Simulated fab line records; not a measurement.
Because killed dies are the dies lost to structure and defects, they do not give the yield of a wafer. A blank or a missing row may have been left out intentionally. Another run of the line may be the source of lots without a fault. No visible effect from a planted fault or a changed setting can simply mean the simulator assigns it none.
fab line records | flow n5Finfet | part 1 of 2: steps 1 to 26 of 32
record: lots: 5 | wafers: 15 | lastDay: 17
route steps=1938 shown BEOL_M0@740 BEOL_M1@751
lots that met no fault: from a run of the same line without faults
startH: hours from the record's first day to the start of the lot's first wafer shown | waitH: hours since the lot's step before | " repeats the value in the row above | L1.1+2: one row covering several wafers at once | - no value present, or no start provided | * or withheld: withheld | < > ~ a bound
route shown NAME@n: NAME is a module with steps in the file, n the number in the route of the first one | usual: average and standard deviation across the fault-free wafers | same: alike in all rows | chamber/n: place in a boat | sites: each site's reading | _std_site: how widely they spread, as a standard deviation | _edge_site: mean of outer sites minus mean of inner sites | radiusMm: how far each site lies from the wafer's centre | mask NAME#n: copy n | behind: the tool/chamber that last shaped the wafer | hold: the reason the lot was held/the length of the hold in hours/how it ended | device: names the non-switching transistor (n, p or np) | end of line: tests of these same wafers at the route's end | a step with no rows: only its recipe | killed: dies that structure and defects cost at the first sort, which is not the same as the wafer's yield | map: dies across one wafer; x = killed, . = not, _ = none there
set.NAME: setting as actually run; set.NAME@STEP: the setting as run at that earlier step | model.NAME: the simulator's own value behind a step, which no gauge read
certain route steps with their lots: each step a table, each wafer a row
services: the hour from which a tool's chamber was out of use, counted from the record's first day as startH (under 0 if before that day), plus the number of hours and why
== steps ==
step: N5_BEOL_M0_SPUTTER_141
recipe: material: Cu | targetThkA: 40 | tempC: -20 | chamberPressurePa: 0.07 | powerW: withheld | timeS: 7.37
usual: chuckGasFlowSccm: 1.26/0.049 | throttleValvePct: 29.8/1.2
lot.wafer | tool          | chamber | startH | waitH | chuckGasFlowSccm | throttleValvePct
L077.1    | pvdSputter-03 | -       | 135.77 | 0.0   | 1.23             | 28.2
L077.2    | "             | -       | "      | "     | 1.30             | 31.0
L077.4    | "             | -       | "      | "     | 1.35             | 31.2
L082.1    | pvdSputter-02 | -       | 165.73 | 0.0   | 1.29             | 31.0
L082.4    | "             | -       | "      | "     | 1.33             | 29.7
L082.6    | "             | -       | "      | "     | 1.27             | 28.2
L084.3    | pvdSputter-03 | -       | 183.74 | 0.0   | 1.17             | 28.1
L084.5    | "             | -       | "      | "     | 1.34             | 29.3
L084.6    | "             | -       | "      | "     | 1.28             | 31.2
L090.3    | pvdSputter-03 | -       | 218.63 | 0.0   | 1.26             | 29.0
L090.4    | "             | -       | "      | "     | 1.26             | 30.9
L090.5    | "             | -       | "      | "     | 1.24             | 30.7
L095.3    | pvdSputter-02 | -       | 259.60 | 0.0   | 1.31             | 30.9
L095.5    | "             | -       | "      | "     | 1.23             | 31.2
L095.6    | "             | -       | "      | "     | 1.28             | 31.1
step: N5_BEOL_M0_ECD_118
recipe: material: Cu | targetThkA: 3000
lot.wafer  | tool     | chamber | startH | waitH
L077.1+2+4 | ecdCu-02 | 1,0,1   | 135.88 | 0.1
L082.1+4+6 | ecdCu-01 | 0       | 165.85 | 0.1
L084.3+5+6 | ecdCu-01 | 1,1,0   | 183.88 | 0.1
L090.3+4+5 | ecdCu-01 | 1,0,1   | 218.77 | 0.1
L095.3+5+6 | ecdCu-02 | 1,1,0   | 259.74 | 0.1
step: N5_BEOL_M0_ANNEAL_119
recipe: tempC: 225 | timeS: 90 | ambient: N2
usual: annealTempC: 225.00/0.17 | wafer_temp_C_max: 225.64/0.24
lot.wafer | tool         | chamber | startH | waitH | annealTempC | wafer_temp_C_max
L077.1    | rtpAnneal-01 | 0       | 135.96 | 0.1   | 224.96      | 225.52
L077.2    | "            | 0       | "      | "     | 225.10      | 225.64
L077.4    | "            | 0       | "      | "     | 225.03      | 225.59
L082.1    | rtpAnneal-01 | 0       | 166.55 | 0.7   | 225.00      | 225.53
L082.4    | "            | 0       | "      | "     | 225.16      | 225.66
L082.6    | "            | 0       | "      | "     | 225.17      | 225.49
L084.3    | rtpAnneal-01 | 0       | 184.67 | 0.8   | 225.01      | 225.38
L084.5    | "            | 0       | "      | "     | 225.02      | 225.27
L084.6    | "            | 0       | "      | "     | 225.02      | 225.22
L090.3    | rtpAnneal-01 | 0       | 222.73 | 3.9   | 224.87      | 225.54
L090.4    | "            | 0       | "      | "     | 224.89      | 225.63
L090.5    | "            | 0       | "      | "     | 224.81      | 225.53
L095.3    | rtpAnneal-01 | 0       | 260.03 | 0.3   | 224.90      | 225.60
L095.5    | "            | 0       | "      | "     | 224.96      | 225.42
L095.6    | "            | 0       | "      | "     | 225.18      | 225.49
step: N5_BEOL_M0_CMP_120
recipe: stopOn: SiOC | tOverpolishS: 6.9 | downForcePsi: 1 | platenRpm: 50 | clearingPlatenDownForcePsi: 1.5 | clearingPlatenRpm: 50 | postCmpClean: cuAlkaline | clearingPlatenPadVelocityMS: 0.99484 | padVelocityMS: 0.99484
usual: barrierFieldEndpointS: 3.65/0.15 | headPressurePsi: 1.0003/0.0024 | motorCurrentA: 6.4/0.54 | overpolishRunS: 6.901/0.0093 | timeToEndpointS: 64/3.6
lot.wafer | tool   | chamber | startH | waitH | barrierFieldEndpointS | headPressurePsi | motorCurrentA | overpolishRunS | timeToEndpointS
L077.4    | cmp-03 | 3       | 136.26 | 0.1   | 3.50                  | 1.0008          | 7.6           | 6.891          | 68
L077.1    | "      | 1       | "      | "     | 3.71                  | 0.9986          | 6.6           | 6.889          | 65
L077.2    | "      | 2       | "      | "     | 3.56                  | 1.0029          | 6.2           | 6.911          | 66
L082.1    | cmp-04 | 3       | 166.86 | 0.3   | 3.55                  | 0.9997          | 5.5           | 6.899          | 58
L082.4    | "      | 1       | "      | "     | 3.58                  | 0.9991          | 6.7           | 6.901          | 63
L082.6    | "      | 0       | "      | "     | 3.76                  | 1.0006          | 6.6           | 6.904          | 67
L084.3    | cmp-01 | 0       | 184.91 | 0.2   | 3.45                  | 1.0039          | 5.6           | 6.908          | 62
L084.5    | "      | 3       | "      | "     | 3.53                  | 1.0030          | 6.0           | 6.894          | 64
L084.6    | "      | 0       | "      | "     | 3.58                  | 1.0014          | 5.6           | 6.900          | 62
L090.3    | cmp-04 | 0       | 223.03 | 0.3   | 3.62                  | 1.0021          | 6.7           | 6.901          | 63
L090.4    | "      | 1       | "      | "     | 3.68                  | 0.9953          | 6.9           | 6.914          | 63
L090.5    | "      | 3       | "      | "     | 3.41                  | 1.0029          | 5.8           | 6.901          | 58
L095.3    | cmp-03 | 1       | 260.31 | 0.2   | 3.52                  | 0.9961          | 6.6           | 6.912          | 63
L095.5    | "      | 3       | "      | "     | 3.63                  | 0.9972          | 7.2           | 6.919          | 68
L095.6    | "      | 0       | "      | "     | 3.69                  | 1.0018          | 6.1           | 6.903          | 66
step: N5_BEOL_M0_PRE_CLEAN_131
recipe: gas: NH3/H2 | timeS: 15 | tempC: * | rfPowerW: 300
usual: heaterPowerW: 78/13
lot.wafer | tool     | chamber | startH | waitH | heaterPowerW
L077.1    | cvdCo-01 | 0       | 136.59 | 0.0   | 80
L077.2    | "        | 2       | "      | "     | 70
L077.4    | "        | 0       | "      | "     | 82
L082.1    | cvdCo-01 | 2       | 167.19 | 0.0   | 71
L082.4    | "        | 2       | "      | "     | 71
L082.6    | "        | 1       | "      | "     | 95
L084.3    | cvdCo-02 | 0       | 185.21 | 0.0   | 61
L084.5    | "        | 2       | "      | "     | 68
L084.6    | "        | 1       | "      | "     | 94
L090.3    | cvdCo-01 | 1       | 223.28 | 0.0   | 95
L090.4    | "        | 1       | "      | "     | 94
L090.5    | "        | 0       | "      | "     | 84
L095.3    | cvdCo-01 | 2       | 260.57 | 0.0   | 70
L095.5    | "        | 2       | "      | "     | 73
L095.6    | "        | 1       | "      | "     | 98
step: N5_BEOL_M0_CO_CAP_123
recipe: material: Co | targetThkA: 20 | tempC: 200 | precursor: CCTBA/H2 | pressureTorr: 30 | timeS: 102.1
usual: heaterPowerW: 227/16
lot.wafer | tool     | chamber | startH | waitH | heaterPowerW
L077.1    | cvdCo-01 | 0       | 136.65 | 0.0   | 232
L077.2    | "        | 2       | "      | "     | 215
L077.4    | "        | 0       | "      | "     | 228
L082.1    | cvdCo-01 | 2       | 167.23 | 0.0   | 218
L082.4    | "        | 2       | "      | "     | 222
L082.6    | "        | 1       | "      | "     | 253
L084.3    | cvdCo-02 | 0       | 185.25 | 0.0   | 207
L084.5    | "        | 2       | "      | "     | 218
L084.6    | "        | 1       | "      | "     | 243
L090.3    | cvdCo-01 | 1       | 223.32 | 0.0   | 244
L090.4    | "        | 1       | "      | "     | 253
L090.5    | "        | 0       | "      | "     | 229
L095.3    | cvdCo-01 | 2       | 260.61 | 0.0   | 222
L095.5    | "        | 2       | "      | "     | 220
L095.6    | "        | 1       | "      | "     | 248
step: N5_BEOL_M0_PRE_CLEAN_124
recipe: gas: NH3 | timeS: 15 | tempC: withheld | rfPowerW: 300
lot.wafer  | tool     | chamber | startH | waitH
L077.1+2+4 | pecvd-02 | 1,2,2   | 136.78 | 0.1
L082.1+4+6 | pecvd-01 | 2,2,1   | 167.32 | 0.1
L084.3+5+6 | pecvd-01 | 1,2,1   | 185.34 | 0.1
L090.3+4+5 | pecvd-02 | 1,1,2   | 223.41 | 0.1
L095.3+5+6 | pecvd-03 | 1,2,0   | 260.70 | 0.1
step: N5_BEOL_M0_DEP_125
recipe: material: SiCN | targetThkA: 80 | tempC: withheld | precursor: 3MS/NH3 | pressureTorr: 3 | rfW: 202 | timeS: 14
usual: showerheadPlenumPTorr: 3.662/0.016 | throttleValvePct: 8.9/0.54
lot.wafer | tool     | chamber | startH | waitH | showerheadPlenumPTorr | throttleValvePct
L077.1    | pecvd-02 | 1       | 136.80 | 0.0   | 3.666                 | 9.6
L077.2    | "        | 2       | "      | "     | 3.646                 | 8.9
L077.4    | "        | 2       | "      | "     | 3.650                 | 9.2
L082.1    | pecvd-01 | 2       | 167.34 | 0.0   | 3.668                 | 8.3
L082.4    | "        | 2       | "      | "     | 3.650                 | 8.4
L082.6    | "        | 1       | "      | "     | 3.651                 | 8.5
L084.3    | pecvd-01 | 1       | 185.36 | 0.0   | 3.640                 | 8.7
L084.5    | "        | 2       | "      | "     | 3.658                 | 8.2
L084.6    | "        | 1       | "      | "     | 3.645                 | 8.8
L090.3    | pecvd-02 | 1       | 223.44 | 0.0   | 3.666                 | 9.3
L090.4    | "        | 1       | "      | "     | 3.664                 | 9.4
L090.5    | "        | 2       | "      | "     | 3.630                 | 9.0
L095.3    | pecvd-03 | 1       | 260.73 | 0.0   | 3.676                 | 8.3
L095.5    | "        | 2       | "      | "     | 3.659                 | 8.9
L095.6    | "        | 0       | "      | "     | 3.685                 | 9.9
step: N5_BEOL_M0_RS_MEAS_126
recipe: thkMeasGauge: four-point-probe | reads: Co_of_BEOL_M0_CO_CAP_123+Cu_of_BEOL_M0_ECD_118+Co_of_BEOL_M0_CVD_115+TaN_of_BEOL_M0_ALD_136
usual: M0_RS: 0.526/0.016
lot.wafer | tool         | chamber | startH | waitH | M0_RS[ohm/sq]
L077.1    | filmMetro-02 | -       | 136.87 | 0.0   | 0.523
L077.2    | "            | -       | "      | "     | 0.514
L077.4    | "            | -       | "      | "     | 0.505
L082.1    | filmMetro-02 | -       | 167.41 | 0.0   | 0.531
L082.4    | "            | -       | "      | "     | 0.521
L082.6    | "            | -       | "      | "     | 0.500
L084.3    | filmMetro-01 | -       | 185.43 | 0.1   | 0.548
L084.5    | "            | -       | "      | "     | 0.528
L084.6    | "            | -       | "      | "     | 0.515
L090.3    | filmMetro-02 | -       | 223.51 | 0.1   | 0.527
L090.4    | "            | -       | "      | "     | 0.536
L090.5    | "            | -       | "      | "     | 0.542
L095.3    | filmMetro-02 | -       | 260.79 | 0.1   | 0.543
L095.5    | "            | -       | "      | "     | 0.514
L095.6    | "            | -       | "      | "     | 0.517
step: N5_BEOL_M0_INSPECT_127
recipe: inspectInstrument: darkfield | mode: postDep
usual: rawDefectCount: 70/26
lot.wafer | tool             | chamber | startH | waitH | rawDefectCount
L077.1    | defectInspect-01 | -       | 136.90 | 0.0   | 30
L077.2    | "                | -       | "      | "     | 75
L077.4    | "                | -       | "      | "     | 35
L082.1    | defectInspect-01 | -       | 167.44 | 0.0   | 52
L082.4    | "                | -       | "      | "     | 48
L082.6    | "                | -       | "      | "     | 61
L084.3    | defectInspect-02 | -       | 185.46 | 0.0   | 45
L084.5    | "                | -       | "      | "     | 62
L084.6    | "                | -       | "      | "     | 66
L090.3    | defectInspect-02 | -       | 223.53 | 0.0   | 53
L090.4    | "                | -       | "      | "     | 91
L090.5    | "                | -       | "      | "     | 90
L095.3    | defectInspect-01 | -       | 260.82 | 0.0   | 138
L095.5    | "                | -       | "      | "     | 122
L095.6    | "                | -       | "      | "     | 90
step: N5_BEOL_M1_ILD_DEP_00
recipe: material: SiOC | targetThkA: 790 | tempC: 350 | precursor: DEMS/O2 | pressureTorr: 5 | rfW: 500 | timeS: 15.3
usual: heaterPowerW: 473/54 | showerheadPlenumPTorr: 5.693/0.016 | throttleValvePct: 11.6/0.7
lot.wafer | tool     | chamber | startH | waitH | heaterPowerW | showerheadPlenumPTorr | throttleValvePct
L077.1    | pecvd-04 | 0       | 136.93 | 0.0   | 499          | 5.689                 | 11.5
L077.2    | "        | 2       | "      | "     | 442          | 5.706                 | 11.4
L077.4    | "        | 2       | "      | "     | 447          | 5.683                 | 11.6
L082.1    | pecvd-01 | 1       | 167.47 | 0.0   | 556          | 5.673                 | 11.3
L082.4    | "        | 0       | "      | "     | 473          | 5.682                 | 10.9
L082.6    | "        | 1       | "      | "     | 550          | 5.677                 | 11.5
L084.3    | pecvd-04 | 2       | 185.49 | 0.0   | 406          | 5.704                 | 11.6
L084.5    | "        | 0       | "      | "     | 500          | 5.703                 | 11.4
L084.6    | "        | 2       | "      | "     | 398          | 5.692                 | 11.3
L090.3    | pecvd-01 | 1       | 223.58 | 0.1   | 441          | 5.678                 | 11.6
L090.4    | "        | 0       | "      | "     | 561          | 5.663                 | 10.8
L090.5    | "        | 0       | "      | "     | 566          | 5.673                 | 10.9
L095.3    | pecvd-03 | 1       | 260.86 | 0.0   | 427          | 5.712                 | 11.3
L095.5    | "        | 2       | "      | "     | 381          | 5.681                 | 11.8
L095.6    | "        | 0       | "      | "     | 529          | 5.720                 | 13.1
step: N5_BEOL_M1_THK_MEAS_01
recipe: reads: SiOC_of_BEOL_M1_ILD_DEP_00
usual: M1_ILD_THK: 79.4/1.2
lot.wafer | tool         | chamber | startH | waitH | M1_ILD_THK[nm]
L077.1    | filmMetro-02 | -       | 137.00 | 0.0   | 79.7
L077.2    | "            | -       | "      | "     | 79.8
L077.4    | "            | -       | "      | "     | 80.9
L082.1    | filmMetro-01 | -       | 167.54 | 0.0   | 78.8
L082.4    | "            | -       | "      | "     | 80.8
L082.6    | "            | -       | "      | "     | 79.8
L084.3    | filmMetro-02 | -       | 185.56 | 0.1   | 79.1
L084.5    | "            | -       | "      | "     | 80.2
L084.6    | "            | -       | "      | "     | 80.4
L090.3    | filmMetro-02 | -       | 223.65 | 0.1   | 79.5
L090.4    | "            | -       | "      | "     | 80.2
L090.5    | "            | -       | "      | "     | 79.0
L095.3    | filmMetro-02 | -       | 260.92 | 0.1   | 78.5
L095.5    | "            | -       | "      | "     | 79.3
L095.6    | "            | -       | "      | "     | 80.5
step: N5_BEOL_M1_PECVD_72
recipe: material: SiO2 | targetThkA: 160 | tempC: 400 | precursor: TEOS/O2 | pressureTorr: 5.5 | rfW: 450 | teosFlowSccm: 53.8 | gas: O2 | flowSccm: 3000 | timeS: 18
usual: heaterPowerW: 712/72 | showerheadPlenumPTorr: 8.76/0.065 | throttleValvePct: 21.5/1.1
lot.wafer | tool     | chamber | startH | waitH | heaterPowerW | showerheadPlenumPTorr | throttleValvePct
L077.1    | pecvd-03 | 0       | 137.04 | 0.0   | 708          | 8.92                  | 24.1
L077.2    | "        | 1       | "      | "     | 583          | 8.85                  | 20.8
L077.4    | "        | 1       | "      | "     | 602          | 8.85                  | 21.0
L082.1    | pecvd-04 | 0       | 167.58 | 0.0   | 780          | 8.79                  | 20.8
L082.4    | "        | 0       | "      | "     | 788          | 8.77                  | 20.7
L082.6    | "        | 1       | "      | "     | 683          | 8.85                  | 23.6
L084.3    | pecvd-01 | 2       | 185.60 | 0.0   | 812          | 8.78                  | 20.6
L084.5    | "        | 1       | "      | "     | 804          | 8.68                  | 21.7
L084.6    | "        | 0       | "      | "     | 777          | 8.70                  | 20.2
L090.3    | pecvd-04 | 0       | 223.71 | 0.1   | 753          | 8.77                  | 21.1
L090.4    | "        | 1       | "      | "     | 668          | 8.84                  | 23.4
L090.5    | "        | 1       | "      | "     | 659          | 8.85                  | 23.5
L095.3    | pecvd-01 | 2       | 260.96 | 0.0   | 705          | 8.77                  | 20.6
L095.5    | "        | 2       | "      | "     | 716          | 8.77                  | 20.6
L095.6    | "        | 0       | "      | "     | 729          | 8.69                  | 20.6
step: N5_BEOL_M1_HM_DEP_02
recipe: material: TiN | targetThkA: 200 | tempC: 25 | chamberPressurePa: 0.49996
usual: throttleValvePct: 29.9/1.2
lot.wafer | tool          | chamber | startH | waitH | throttleValvePct
L077.1    | pvdSputter-03 | -       | 138.43 | 1.4   | 30.8
L077.2    | "             | -       | "      | "     | 31.0
L077.4    | "             | -       | "      | "     | 28.9
L082.1    | pvdSputter-03 | -       | 168.08 | 0.5   | 28.1
L082.4    | "             | -       | "      | "     | 29.3
L082.6    | "             | -       | "      | "     | 30.7
L084.3    | pvdSputter-02 | -       | 186.42 | 0.8   | 31.3
L084.5    | "             | -       | "      | "     | 28.1
L084.6    | "             | -       | "      | "     | 29.6
L090.3    | pvdSputter-01 | -       | 224.36 | 0.6   | 27.7
L090.4    | "             | -       | "      | "     | 31.3
L090.5    | "             | -       | "      | "     | 30.3
L095.3    | pvdSputter-02 | -       | 262.50 | 1.5   | 29.7
L095.5    | "             | -       | "      | "     | 29.6
L095.6    | "             | -       | "      | "     | 28.1
step: N5_BEOL_M1_COAT_61
recipe: resist: SOC | tempC: 250 | timeS: 60 | spinRpm: 1500 | resistThkNm: 60
usual: dispensePressureKPa: 51.9/1.9
lot.wafer | tool          | chamber | startH | waitH | dispensePressureKPa
L077.1    | lithoTrack-01 | 0       | 138.55 | 0.1   | 48.7
L077.2    | "             | 0       | "      | "     | 48.7
L077.4    | "             | 0       | "      | "     | 48.7
L082.1    | lithoTrack-02 | 0       | 168.21 | 0.1   | 51.9
L082.4    | "             | 0       | "      | "     | 51.9
L082.6    | "             | 0       | "      | "     | 51.9
L084.3    | lithoTrack-05 | 0       | 186.54 | 0.1   | 54.1
L084.5    | "             | 0       | "      | "     | 54.1
L084.6    | "             | 0       | "      | "     | 54.1
L090.3    | lithoTrack-01 | 0       | 224.48 | 0.1   | 48.8
L090.4    | "             | 0       | "      | "     | 48.8
L090.5    | "             | 0       | "      | "     | 48.8
L095.3    | lithoTrack-01 | 0       | 262.63 | 0.1   | 48.7
L095.5    | "             | 0       | "      | "     | 48.7
L095.6    | "             | 0       | "      | "     | 48.7
step: N5_BEOL_M1_COAT_62
recipe: resist: SiARC | tempC: 220 | timeS: 60 | spinRpm: 1500 | resistThkNm: 12
usual: dispensePressureKPa: 51.9/1.9
lot.wafer | tool          | chamber | startH | waitH | dispensePressureKPa
L077.1    | lithoTrack-01 | 0       | -      | -     | 48.8
L077.2    | "             | 0       | "      | "     | 48.8
L077.4    | "             | 0       | "      | "     | 48.8
L082.1    | lithoTrack-02 | 0       | -      | -     | 51.9
L082.4    | "             | 0       | "      | "     | 51.9
L082.6    | "             | 0       | "      | "     | 51.9
L084.3    | lithoTrack-05 | 0       | -      | -     | 54.1
L084.5    | "             | 0       | "      | "     | 54.1
L084.6    | "             | 0       | "      | "     | 54.1
L090.3    | lithoTrack-01 | 0       | -      | -     | 48.8
L090.4    | "             | 0       | "      | "     | 48.8
L090.5    | "             | 0       | "      | "     | 48.8
L095.3    | lithoTrack-01 | 0       | -      | -     | 48.8
L095.5    | "             | 0       | "      | "     | 48.8
L095.6    | "             | 0       | "      | "     | 48.8
step: N5_BEOL_M1_COAT_73
recipe: resist: underlayer | tempC: 205 | timeS: 60 | spinRpm: 1500 | resistThkNm: 5
usual: dispensePressureKPa: 51.8/1.9
lot.wafer | tool          | chamber | startH | waitH | dispensePressureKPa
L077.1    | lithoTrack-01 | 0       | -      | -     | 48.7
L077.2    | "             | 0       | "      | "     | 48.7
L077.4    | "             | 0       | "      | "     | 48.7
L082.1    | lithoTrack-02 | 0       | -      | -     | 51.8
L082.4    | "             | 0       | "      | "     | 51.8
L082.6    | "             | 0       | "      | "     | 51.8
L084.3    | lithoTrack-05 | 0       | -      | -     | 54.1
L084.5    | "             | 0       | "      | "     | 54.0
L084.6    | "             | 0       | "      | "     | 54.0
L090.3    | lithoTrack-01 | 0       | -      | -     | 48.7
L090.4    | "             | 0       | "      | "     | 48.7
L090.5    | "             | 0       | "      | "     | 48.7
L095.3    | lithoTrack-01 | 0       | -      | -     | 48.7
L095.5    | "             | 0       | "      | "     | 48.7
L095.6    | "             | 0       | "      | "     | 48.7
step: N5_BEOL_M1_COAT_05
recipe: resist: CAR-EUV | spinRpm: 1500 | resistThkNm: 30
usual: dispensePressureKPa: 51.9/1.9
lot.wafer | tool          | chamber | startH | waitH | dispensePressureKPa
L077.1    | lithoTrack-01 | 0       | -      | -     | 48.8
L077.2    | "             | 0       | "      | "     | 48.7
L077.4    | "             | 0       | "      | "     | 48.7
L082.1    | lithoTrack-02 | 0       | -      | -     | 51.9
L082.4    | "             | 0       | "      | "     | 51.9
L082.6    | "             | 0       | "      | "     | 51.9
L084.3    | lithoTrack-05 | 0       | -      | -     | 54.1
L084.5    | "             | 0       | "      | "     | 54.1
L084.6    | "             | 0       | "      | "     | 54.1
L090.3    | lithoTrack-01 | 0       | -      | -     | 48.7
L090.4    | "             | 0       | "      | "     | 48.7
L090.5    | "             | 0       | "      | "     | 48.7
L095.3    | lithoTrack-01 | 0       | -      | -     | 48.7
L095.5    | "             | 0       | "      | "     | 48.7
L095.6    | "             | 0       | "      | "     | 48.7
step: N5_BEOL_M1_EBR_07
recipe: solvent: PGMEA | ebrWidthMm: 1.5
lot.wafer  | tool          | chamber | startH | waitH
L077.1+2+4 | lithoTrack-01 | 0       | -      | -
L082.1+4+6 | lithoTrack-02 | 0       | -      | -
L084.3+5+6 | lithoTrack-05 | 0       | -      | -
L090.3+4+5 | lithoTrack-01 | 0       | -      | -
L095.3+5+6 | lithoTrack-01 | 0       | -      | -
step: N5_BEOL_M1_SOFTBAKE_06
recipe: tempC: 110 | timeS: 60 | resist: CAR-EUV
lot.wafer  | tool          | chamber | startH | waitH
L077.1+2+4 | lithoTrack-01 | 0       | -      | -
L082.1+4+6 | lithoTrack-02 | 0       | -      | -
L084.3+5+6 | lithoTrack-05 | 0       | -      | -
L090.3+4+5 | lithoTrack-01 | 0       | -      | -
L095.3+5+6 | lithoTrack-01 | 0       | -      | -
step: N5_BEOL_M1_EXPOSE_08
recipe: maskId: M1 | na: 0.33 | sourceShape: dipole | sigmaInner: 0.369 | sigmaOuter: 0.767 | polarization: unpolarized | doseMj: 33
same: sigmaInner: 0.369
lot.wafer  | tool          | chamber | startH | waitH | mask
L077.1+2+4 | euvScanner-01 | 0       | 138.86 | -     | M1#0
L082.1+4+6 | euvScanner-02 | 0       | 168.34 | -     | M1#0
L084.3+5+6 | euvScanner-01 | 0       | 186.82 | -     | M1#0
L090.3+4+5 | euvScanner-02 | 0       | 224.63 | -     | M1#0
L095.3+5+6 | euvScanner-01 | 0       | 262.90 | -     | M1#0
step: N5_BEOL_M1_PEB_09
recipe: pebTempC: 100 | pebTimeS: 60 | resist: CAR-EUV
lot.wafer  | tool          | chamber | startH | waitH
L077.1+2+4 | lithoTrack-02 | 0       | 138.92 | 0.1
L082.1+4+6 | lithoTrack-01 | 0       | 168.40 | 0.1
L084.3+5+6 | lithoTrack-01 | 0       | 186.87 | 0.0
L090.3+4+5 | lithoTrack-01 | 0       | 224.68 | 0.0
L095.3+5+6 | lithoTrack-05 | 0       | 262.95 | 0.0
step: N5_BEOL_M1_DEVELOP_10
recipe: developTimeS: 30 | developer: TMAH | resist: CAR-EUV | rinseLiquid: surfactantRinse | dry: airSpin | devTempC: 23
lot.wafer  | tool          | chamber | startH | waitH
L077.1+2+4 | lithoTrack-02 | 0       | -      | -
L082.1+4+6 | lithoTrack-01 | 0       | -      | -
L084.3+5+6 | lithoTrack-01 | 0       | -      | -
L090.3+4+5 | lithoTrack-01 | 0       | -      | -
L095.3+5+6 | lithoTrack-05 | 0       | -      | -
step: N5_BEOL_M1_CD_MEAS_11
recipe: targetCdNm: 17.05 | landingEnergyEv: 500 | detector: seInlens | polarity: opening
usual: cdNm: 17.08/0.23
lot.wafer | tool     | chamber | startH | waitH | cdNm
L077.1    | cdSem-03 | 0       | 138.98 | -     | 16.93
L077.2    | "        | 0       | "      | "     | 17.14
L077.4    | "        | 0       | "      | "     | 17.18
L082.1    | cdSem-03 | 0       | 168.48 | -     | 17.10
L082.4    | "        | 0       | "      | "     | 17.47
L082.6    | "        | 0       | "      | "     | 16.89
L084.3    | cdSem-03 | 0       | 186.93 | -     | 16.72
L084.5    | "        | 0       | "      | "     | 17.10
L084.6    | "        | 0       | "      | "     | 17.37
L090.3    | cdSem-03 | 0       | 224.75 | -     | 17.24
L090.4    | "        | 0       | "      | "     | 16.98
L090.5    | "        | 0       | "      | "     | 16.93
L095.3    | cdSem-02 | 0       | 263.02 | -     | 17.16
L095.5    | "        | 0       | "      | "     | 16.97
L095.6    | "        | 0       | "      | "     | 16.96
step: N5_BEOL_M1_OVL_MEAS_12
recipe: pointsPerWafer: 522
usual: M1_OVL: 0.3/0.85
lot.wafer | tool       | chamber | startH | waitH | M1_OVL[nm]
L077.1    | overlay-02 | 0       | 139.01 | 0.0   | 0.4
L077.2    | "          | 0       | "      | "     | 1.3
L077.4    | "          | 0       | "      | "     | 0.6
L082.1    | overlay-01 | 0       | 168.51 | 0.0   | -1.0
L082.4    | "          | 0       | "      | "     | -1.4
L082.6    | "          | 0       | "      | "     | -0.6
L084.3    | overlay-01 | 0       | 186.97 | 0.0   | -0.6
L084.5    | "          | 0       | "      | "     | 0.2
L084.6    | "          | 0       | "      | "     | 0.2
L090.3    | overlay-02 | 0       | 224.79 | 0.0   | 0.2
L090.4    | "          | 0       | "      | "     | 0.9
L090.5    | "          | 0       | "      | "     | -0.7
L095.3    | overlay-01 | 0       | 263.06 | 0.0   | 0.6
L095.5    | "          | 0       | "      | "     | 0.6
L095.6    | "          | 0       | "      | "     | 0.6
step: N5_BEOL_M1_INSPECT_13
recipe: mode: adi | inspectInstrument: brightfield
usual: rawDefectCount: 401/110
lot.wafer | tool             | chamber | startH | waitH | rawDefectCount
L077.1    | defectInspect-01 | -       | 139.07 | 0.1   | 351
L077.2    | "                | -       | "      | "     | 368
L077.4    | "                | -       | "      | "     | 466
L082.1    | defectInspect-02 | -       | 168.57 | 0.1   | 245
L082.4    | "                | -       | "      | "     | 329
L082.6    | "                | -       | "      | "     | 309
L084.3    | defectInspect-02 | -       | 187.02 | 0.0   | 302
L084.5    | "                | -       | "      | "     | 338
L084.6    | "                | -       | "      | "     | 224
L090.3    | defectInspect-01 | -       | 224.84 | 0.0   | 398
L090.4    | "                | -       | "      | "     | 384
L090.5    | "                | -       | "      | "     | 452
L095.3    | defectInspect-02 | -       | 263.11 | 0.0   | 473
L095.5    | "                | -       | "      | "     | 522
L095.6    | "                | -       | "      | "     | 379
